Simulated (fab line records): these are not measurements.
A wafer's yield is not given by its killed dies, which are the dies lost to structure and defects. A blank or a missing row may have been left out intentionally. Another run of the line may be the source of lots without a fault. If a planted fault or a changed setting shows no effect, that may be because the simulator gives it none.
Which tool was responsible? | flow n5 finfet | 72 wafers from 24 lots sampled at 6 of the route's 1938 steps

## WHAT EACH GAUGE READ, for each wafer
N5_WELL_APT_CD_MEAS_08 targets a cd of 200 nm. Usual: cd nm at 199.9 nm, with a standard deviation of 1.1.
lot  | measured    | on        | cd nm (nm)        | flag
L074 | day 1 13:41 | cd sem-01 | 200.4 199.5 200.5 |
L075 | day 1 21:08 | cd sem-01 | 198.9 201.5 199.4 |
L076 | day 2 02:20 | cd sem-01 | 199.1 198.2 197.6 |
L077 | day 2 07:34 | cd sem-01 | 201.2 199.3 200.5 |
L078 | day 2 13:41 | cd sem-03 | 198.4 201.3 198.0 |
L079 | day 2 19:36 | cd sem-01 | 199.2 197.2 200.2 |
L080 | day 3 01:34 | cd sem-01 | 199.3 199.4 200.0 |
L081 | day 3 07:43 | cd sem-03 | 200.0 199.2 199.3 |
L082 | day 3 13:49 | cd sem-01 | 200.6 200.5 200.5 |
L083 | day 3 20:32 | cd sem-03 | 200.7 200.7 200.8 |
L084 | day 4 01:49 | cd sem-01 | 200.5 202.4 201.5 |
L085 | day 4 07:43 | cd sem-02 | 200.0 201.6 202.4 |
L086 | day 4 13:55 | cd sem-02 | 202.9 199.0 201.0 |
L087 | day 4 19:50 | cd sem-02 | 199.4 200.6 199.3 |
L088 | day 5 01:35 | cd sem-03 | 198.9 198.9 197.9 |
L089 | day 5 07:48 | cd sem-01 | 197.9 199.4 198.7 |
L090 | day 5 13:53 | cd sem-03 | 201.4 201.6 200.9 |
L091 | day 5 19:41 | cd sem-02 | 200.5 200.0 200.1 |
L092 | day 6 01:58 | cd sem-01 | 199.9 199.4 201.0 |
L093 | day 6 07:49 | cd sem-03 | 201.6 198.5 200.3 |
L094 | day 6 13:46 | cd sem-03 | 199.9 200.2 200.8 |
L095 | day 6 19:49 | cd sem-03 | 199.8 199.2 199.5 |
L096 | day 7 01:52 | cd sem-03 | 198.9 199.7 198.4 |
L097 | day 7 07:50 | cd sem-01 | 202.0 200.9 199.9 |

N5_FIN_SAQP_THK_MEAS_05. Usual: thk nm at 38.0 nm, with a standard deviation of 0.48.
lot  | measured    | on            | thk nm (nm)    | flag
L074 | day 1 22:16 | film metro-02 | 37.5 37.9 38.1 |
L075 | day 2 05:22 | film metro-02 | 38.0 37.6 39.0 |
L076 | day 2 09:52 | film metro-02 | 37.8 37.9 38.6 |
L077 | day 2 14:30 | film metro-02 | 37.2 37.2 38.0 |
L078 | day 2 20:41 | film metro-01 | 37.9 37.8 37.8 |
L079 | day 3 02:37 | film metro-02 | 38.6 38.1 38.0 |
L080 | day 3 08:55 | film metro-02 | 37.9 37.8 37.7 |
L081 | day 3 15:01 | film metro-02 | 37.1 37.6 37.8 |
L082 | day 3 20:32 | film metro-02 | 37.3 37.3 37.8 |
L083 | day 4 04:02 | film metro-01 | 36.8 38.3 37.0 |
L084 | day 4 08:44 | film metro-02 | 37.9 37.8 38.2 |
L085 | day 4 14:46 | film metro-01 | 38.1 38.2 38.8 |
L086 | day 4 21:05 | film metro-01 | 36.8 38.3 38.4 |
L087 | day 5 02:56 | film metro-01 | 37.6 38.2 38.0 |
L088 | day 5 08:46 | film metro-02 | 37.6 38.5 38.4 |
L089 | day 5 14:55 | film metro-02 | 38.0 38.1 37.9 |
L090 | day 5 21:01 | film metro-01 | 37.5 38.3 38.2 |
L091 | day 6 02:33 | film metro-01 | 37.8 38.5 38.0 |
L092 | day 6 09:10 | film metro-02 | 38.2 37.6 38.5 |
L093 | day 6 15:06 | film metro-01 | 37.9 38.0 37.9 |
L094 | day 6 22:20 | film metro-01 | 36.7 38.3 37.5 |
L095 | day 7 05:12 | film metro-01 | 38.0 37.9 38.6 |
L096 | day 7 09:10 | film metro-01 | 38.3 38.0 38.8 |
L097 | day 7 15:46 | film metro-01 | 37.6 37.5 38.4 |

N5_FIN_SAQP_OVL_MEAS_17. Usual: FIN_CORE_OVL gives 0.3 nm (standard deviation 0.89).
lot  | measured    | on         | FIN_CORE_OVL (nm) | flag
L074 | day 1 22:57 | overlay-01 | -0.2 0.5 0.4      |
L075 | day 2 06:02 | overlay-01 | 0.7 0.6 0.4       |
L076 | day 2 10:32 | overlay-01 | 0.0 -0.1 -1.1     |
L077 | day 2 15:14 | overlay-02 | 0.0 1.5 -0.5      |
L078 | day 2 21:28 | overlay-01 | -0.4 1.6 2.2      |
L079 | day 3 03:25 | overlay-01 | 0.6 1.2 0.3       |
L080 | day 3 09:35 | overlay-02 | 1.8 2.6 0.5       |
L081 | day 3 15:43 | overlay-01 | 0.5 1.0 1.2       |
L082 | day 3 21:16 | overlay-01 | 2.4 0.4 1.2       |
L083 | day 4 04:47 | overlay-02 | 0.4 -0.2 0.0      |
L084 | day 4 09:34 | overlay-01 | 0.4 -0.3 0.4      |
L085 | day 4 15:35 | overlay-02 | 1.3 -0.2 0.5      |
L086 | day 4 21:49 | overlay-02 | -0.4 -1.5 -0.4    |
L087 | day 5 03:40 | overlay-01 | -0.7 -0.6 -0.7    |
L088 | day 5 09:22 | overlay-02 | 0.5 0.3 -0.1      |
L089 | day 5 15:31 | overlay-02 | 1.6 1.6 1.5       |
L090 | day 5 21:44 | overlay-02 | 0.6 0.5 2.0       |
L091 | day 6 03:10 | overlay-02 | 2.9 -0.5 0.4      |
L092 | day 6 09:54 | overlay-01 | -0.3 -0.6 -0.4    |
L093 | day 6 15:51 | overlay-02 | -0.1 -0.1 0.1     |
L094 | day 6 22:56 | overlay-01 | 1.1 -0.2 2.2      |
L095 | day 7 07:07 | overlay-01 | 0.2 0.0 0.7       |
L096 | day 7 09:58 | overlay-02 | -0.8 0.7 0.0      |
L097 | day 7 16:24 | overlay-01 | -0.2 -0.9 -0.5    |

## WHAT TOOL EACH LOT RAN ON (gives the tool, then ch and the chambers of the sampled wafers, and finally the start)
lot  | N5_ZERO_LAYER_ETCH_17             | N5_PMOS_HMC_CHANNEL_EPI_ETCH_32   | N5_PMOS_HMC_CHANNEL_EPI_CMP_21
L074 | rie diel-05 ch 1,2, day 1 12:50   | rie diel-02 ch 1,3, day 1 18:51   | cmp-04 ch 0,3, day 1 20:49
L075 | rie diel-05 ch 0,1,3, day 1 20:17 | rie diel-02 ch 1,2,3, day 2 01:32 | cmp-04 ch 1,2,3, day 2 03:53
L076 | rie diel-05 ch 0,2,3, day 2 01:22 | rie diel-02 ch 1,2,3, day 2 06:08 | cmp-04 ch 0,1,2, day 2 08:28
L077 | rie diel-05 ch 0,2,3, day 2 06:43 | rie diel-02 ch 0,2,3, day 2 11:08 | cmp-01 ch 1,2, day 2 13:06
L078 | rie diel-02 ch 0,1,3, day 2 12:50 | rie diel-02 ch 0,1,2, day 2 17:14 | cmp-04 ch 1,2, day 2 19:11
L079 | rie diel-03 ch 1,3, day 2 18:45   | rie diel-05 ch 2,3, day 2 23:02   | cmp-04 ch 0,1, day 3 01:00
L080 | rie diel-05 ch 0,1,2, day 3 00:43 | rie diel-03 ch 0,1, day 3 05:06   | cmp-02 ch 1,2, day 3 07:05
L081 | rie diel-05 ch 0,1,3, day 3 06:44 | rie diel-05 ch 0,3, day 3 11:31   | cmp-01 ch 1,2,3, day 3 13:29
L082 | rie diel-02 ch 0,1,2, day 3 12:58 | rie diel-05 ch 0,1,2, day 3 17:08 | cmp-04 ch 0,1,2, day 3 19:06
L083 | rie diel-05 ch 0,2,3, day 3 19:41 | rie diel-03 ch 0,3, day 4 00:34   | cmp-01 ch 0,2, day 4 02:30
L084 | rie diel-05 ch 1,2,3, day 4 00:49 | rie diel-05 ch 1,2,3, day 4 05:20 | cmp-04 ch 0,1,3, day 4 07:20
L085 | rie diel-03 ch 0,2, day 4 06:52   | rie diel-05 ch 0,2, day 4 11:23   | cmp-02 ch 0,1, day 4 13:19
L086 | rie diel-05 ch 0,3, day 4 12:57   | rie diel-05 ch 0,1, day 4 17:44   | cmp-01 ch 0,3, day 4 19:42
L087 | rie diel-02 ch 2,3, day 4 18:52   | rie diel-05 ch 1,2, day 4 23:25   | cmp-02 ch 0,3, day 5 01:21
L088 | rie diel-05 ch 0,1,2, day 5 00:45 | rie diel-02 ch 0,1,3, day 5 05:19 | cmp-01 ch 0,2,3, day 5 07:17
L089 | rie diel-02 ch 0,1,3, day 5 06:56 | rie diel-02 ch 0,3, day 5 11:25   | cmp-04 ch 1,2, day 5 13:23
L090 | rie diel-03 ch 2,3, day 5 12:56   | rie diel-03 ch 0,3, day 5 17:32   | cmp-02 ch 1,2, day 5 19:27
L091 | rie diel-02 ch 0,3, day 5 18:50   | rie diel-02 ch 2,3, day 5 23:13   | cmp-02 ch 0,2,3, day 6 01:09
L092 | rie diel-05 ch 0,1, day 6 01:00   | rie diel-03 ch 2,3, day 6 05:43   | cmp-02 ch 0,2, day 6 07:38
L093 | rie diel-03 ch 0,1, day 6 06:50   | rie diel-05 ch 0,1, day 6 11:35   | cmp-02 ch 0,3, day 6 13:31
L094 | rie diel-03 ch 0,3, day 6 12:56   | rie diel-03 ch 0,1,2, day 6 17:13 | cmp-01 ch 0,2,3, day 6 19:11
L095 | rie diel-02 ch 0,1,2, day 6 18:58 | rie diel-02 ch 0,1,2, day 6 23:47 | cmp-02 ch 0,1,2, day 7 01:42
L096 | rie diel-03 ch 1,2,3, day 7 00:53 | rie diel-03 ch 0,1,2, day 7 05:25 | cmp-02 ch 0,1,3, day 7 07:23
L097 | rie diel-03 ch 0,2,3, day 7 06:52 | rie diel-03 ch 0,1, day 7 11:49   | cmp-01 ch 0,2,3, day 7 13:49
- N5_ZERO_LAYER_ETCH_17: etches SiO2 in CF4, target depth 12 nm, time 13.3 s.
- N5_PMOS_HMC_CHANNEL_EPI_ETCH_32: etches BARC in N2/H2, stops on SiO2, target depth 85.8 nm, time 50.3 s.
- N5_PMOS_HMC_CHANNEL_EPI_CMP_21: polishes SiGe30, target thk 54 nm.

## AS READ BY THE TOOLS THEMSELVES (means over the sampled wafers that have a number; for cases with no such wafer, the mark the record gives instead)
N5_ZERO_LAYER_ETCH_17. Usual: cf4 flow sccm 100.0 sccm, standard deviation 0.31; drypump motor current A 5.8 A, standard deviation 0.4; oes product au 0.77 a.u., standard deviation 0.081; rf vpp V 949 V, standard deviation 3.9; showerhead plenum p Torr 2.15 Torr, standard deviation 0.059; throttle valve pct 15.72 %, standard deviation 0.22.
lot  | tool        | cf4 flow sccm (sccm) | drypump motor current A (A) | oes product au (a.u.) | rf vpp V (V) | showerhead plenum p Torr (Torr) | throttle valve pct (%) | flag
L074 | rie diel-05 | 99.8                 | 5.6                         | 0.68                  | 950          | 2.17                            | 15.80                  |
L075 | rie diel-05 | 100.0                | 5.8                         | 0.73                  | 949          | 2.16                            | 15.67                  |
L076 | rie diel-05 | 99.9                 | 6.1                         | 0.74                  | 949          | 2.14                            | 15.77                  |
L077 | rie diel-05 | 99.9                 | 6.1                         | 0.74                  | 949          | 2.14                            | 15.77                  |
L078 | rie diel-02 | 99.9                 | 5.4                         | 0.76                  | 947          | 2.11                            | 15.73                  |
L079 | rie diel-03 | 99.8                 | 5.6                         | 0.75                  | 953          | 2.20                            | 15.77                  |
L080 | rie diel-05 | 99.9                 | 5.8                         | 0.80                  | 949          | 2.15                            | 15.58                  |
L081 | rie diel-05 | 100.1                | 5.9                         | 0.83                  | 951          | 2.16                            | 15.54                  |
L082 | rie diel-02 | 100.3                | 5.5                         | 0.80                  | 948          | 2.12                            | 15.76                  |
L083 | rie diel-05 | 99.8                 | 6.1                         | 0.72                  | 948          | 2.13                            | 15.79                  |
L084 | rie diel-05 | 99.9                 | 6.0                         | 0.81                  | 950          | 2.15                            | 15.73                  |
L085 | rie diel-03 | 100.0                | 5.9                         | 0.80                  | 952          | 2.19                            | 15.67                  |
L086 | rie diel-05 | 100.1                | 6.2                         | 0.75                  | 948          | 2.14                            | 15.76                  |
L087 | rie diel-02 | 99.9                 | 6.0                         | 0.86                  | 945          | 2.09                            | 15.57                  |
L088 | rie diel-05 | 99.7                 | 5.8                         | 0.77                  | 949          | 2.14                            | 15.60                  |
L089 | rie diel-02 | 100.0                | 5.4                         | 0.74                  | 946          | 2.11                            | 15.78                  |
L090 | rie diel-03 | 100.0                | 5.6                         | 0.71                  | 950          | 2.16                            | 15.75                  |
L091 | rie diel-02 | 99.9                 | 5.2                         | 0.71                  | 949          | 2.15                            | 15.84                  |
L092 | rie diel-05 | 99.4                 | 5.7                         | 0.76                  | 949          | 2.15                            | 15.46                  |
L093 | rie diel-03 | 99.9                 | 5.9                         | 0.80                  | 953          | 2.21                            | 15.74                  |
L094 | rie diel-03 | 100.0                | 5.8                         | 0.79                  | 956          | 2.24                            | 15.68                  |
L095 | rie diel-02 | 99.9                 | 5.5                         | 0.77                  | 947          | 2.11                            | 15.79                  |
L096 | rie diel-03 | 100.2                | 5.6                         | 0.72                  | 950          | 2.14                            | 15.84                  |
L097 | rie diel-03 | 100.0                | 5.7                         | 0.74                  | 951          | 2.17                            | 15.74                  |

N5_PMOS_HMC_CHANNEL_EPI_ETCH_32. Usual: drypump motor current A 5.8 A, standard deviation 0.4; oes product au 0.67 a.u., standard deviation 0.07; rf vpp V 523.7 V, standard deviation 2.3; showerhead plenum p Torr 2.54 Torr, standard deviation 0.079; throttle valve pct 17.97 %, standard deviation 0.19.
lot  | tool        | drypump motor current A (A) | oes product au (a.u.) | rf vpp V (V) | showerhead plenum p Torr (Torr) | throttle valve pct (%) | flag
L074 | rie diel-02 | 5.7                         | 0.67                  | 522.0        | 2.46                            | 17.99                  |
L075 | rie diel-02 | 5.8                         | 0.70                  | 522.2        | 2.46                            | 17.91                  |
L076 | rie diel-02 | 5.9                         | 0.70                  | 522.2        | 2.46                            | 17.90                  |
L077 | rie diel-02 | 5.6                         | 0.69                  | 523.8        | 2.52                            | 17.94                  |
L078 | rie diel-02 | 5.5                         | 0.69                  | 522.3        | 2.52                            | 18.01                  |
L079 | rie diel-05 | 6.3                         | 0.65                  | 524.6        | 2.54                            | 18.09                  |
L080 | rie diel-03 | 5.8                         | 0.70                  | 526.7        | 2.64                            | 18.06                  |
L081 | rie diel-05 | 6.2                         | 0.66                  | 523.9        | 2.53                            | 17.97                  |
L082 | rie diel-05 | 5.8                         | 0.67                  | 523.5        | 2.55                            | 17.82                  |
L083 | rie diel-03 | 5.6                         | 0.66                  | 527.9        | 2.67                            | 17.96                  |
L084 | rie diel-05 | 6.0                         | 0.69                  | 524.5        | 2.55                            | 17.94                  |
L085 | rie diel-05 | 6.1                         | 0.59                  | 523.2        | 2.51                            | 18.00                  |
L086 | rie diel-05 | 5.5                         | 0.74                  | 524.5        | 2.57                            | 17.66                  |
L087 | rie diel-05 | 5.9                         | 0.65                  | 523.3        | 2.53                            | 17.97                  |
L088 | rie diel-02 | 5.4                         | 0.63                  | 523.2        | 2.50                            | 18.07                  |
L089 | rie diel-02 | 5.2                         | 0.61                  | 524.7        | 2.55                            | 18.09                  |
L090 | rie diel-03 | 5.6                         | 0.65                  | 527.9        | 2.66                            | 17.98                  |
L091 | rie diel-02 | 6.0                         | 0.71                  | 522.2        | 2.47                            | 17.86                  |
L092 | rie diel-03 | 5.5                         | 0.62                  | 524.4        | 2.58                            | 17.97                  |
L093 | rie diel-05 | 5.5                         | 0.72                  | 525.3        | 2.57                            | 17.67                  |
L094 | rie diel-03 | 5.8                         | 0.65                  | 523.1        | 2.55                            | 18.09                  |
L095 | rie diel-02 | 5.5                         | 0.66                  | 522.9        | 2.51                            | 18.07                  |
L096 | rie diel-03 | 5.8                         | 0.65                  | 523.6        | 2.55                            | 18.09                  |
L097 | rie diel-03 | 5.9                         | 0.67                  | 526.2        | 2.63                            | 18.12                  |

N5_PMOS_HMC_CHANNEL_EPI_CMP_21. Usual: motor current A at 12.0 A, with a standard deviation of 0.71.
lot  | tool   | motor current A (A) | flag
L074 | cmp-04 | 12.6                |
L075 | cmp-04 | 12.2                |
L076 | cmp-04 | 12.2                |
L077 | cmp-01 | 13.0                |
L078 | cmp-04 | 11.9                |
L079 | cmp-04 | 12.0                |
L080 | cmp-02 | 11.9                |
L081 | cmp-01 | 12.3                |
L082 | cmp-04 | 12.1                |
L083 | cmp-01 | 11.8                |
L084 | cmp-04 | 12.3                |
L085 | cmp-02 | 11.7                |
L086 | cmp-01 | 11.3                |
L087 | cmp-02 | 11.2                |
L088 | cmp-01 | 11.6                |
L089 | cmp-04 | 12.4                |
L090 | cmp-02 | 11.4                |
L091 | cmp-02 | 11.8                |
L092 | cmp-02 | 11.5                |
L093 | cmp-02 | 11.6                |
L094 | cmp-01 | 11.8                |
L095 | cmp-02 | 12.2                |
L096 | cmp-02 | 11.6                |
L097 | cmp-01 | 11.7                |

## THE ANSWER, worked out from the rows above alone
Rule: a lot counts as off when the mean over its wafers that have a number is more than 3 standard deviations away from the usual mean. A lot without any number at a reading at which 4 lots or more have one is off too. Where the step has rows for the other lots, those lots are counted as sound. The gauges are gone through in route order, then the tools' own readings, and for those a lot's mean is taken as printed above. The first step at which some lot is off is used, and at that step the reading that is off furthest; a lot without a number counts as furthest.
Across all readings shown, no lot is off: no conclusion can be drawn from this.

## WHAT THE SIMULATOR PUT IN
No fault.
